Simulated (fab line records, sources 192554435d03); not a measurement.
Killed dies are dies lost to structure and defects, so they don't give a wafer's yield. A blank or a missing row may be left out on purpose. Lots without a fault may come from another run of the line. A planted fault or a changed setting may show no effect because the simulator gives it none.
Chamber matching | flow n5_finfet | N5_MOL_CONTACT_COAG_ETCHBACK_135 on rie_diel-04: 4 sister chambers
The step etches SiO2 in CHF3, target depth 25 nm, time 16.7 s. 4 wafers are shown with their chamber, then 8 later ones without.

WAFERS WITH THEIR CHAMBER
wafer  | chamber | showerhead_plenum_p_Torr (Torr)
L080.4 | 0       | 2.36
L080.5 | 1       | 2.34
L080.6 | 2       | 2.32
L085.2 | 3       | 2.51

WAFERS WITHOUT THEIR CHAMBER
wafer  | showerhead_plenum_p_Torr (Torr)
L085.4 | 2.35
L085.6 | 2.51
L089.2 | 2.33
L089.3 | 2.51
L089.6 | 2.31
L090.1 | 2.51
L090.3 | 2.33
L090.6 | 2.51

WHICH CHAMBER EACH WENT THROUGH
wafer  | from the rows above     | in truth
L085.4 | can't be placed: 0 or 1 | 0
L085.6 | 3                       | 3
L089.2 | can't be placed: 1 or 2 | 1
L089.3 | 3                       | 3
L089.6 | 2                       | 2
L090.1 | 3                       | 3
L090.3 | can't be placed: 1 or 2 | 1
L090.6 | 3                       | 3
Placed correctly: 5 of 8. Can't be placed from these rows: 3 (the true chamber is among the candidates in 3). Placed wrongly: 0.
How it was worked out, from the rows above alone: a wafer's distance from a chamber is the root of the sum, over the readings, of the square of ((its reading less the chamber's mean) divided by the reading's scatter). The wafer belongs to the nearest chamber; if the next one is less than 2 further off, it can't be placed. A chamber's mean is the mean of its shown wafers. The scatter: with one shown wafer a chamber, the root of the mean of the squares of how far each hidden wafer lies from its nearest shown one.
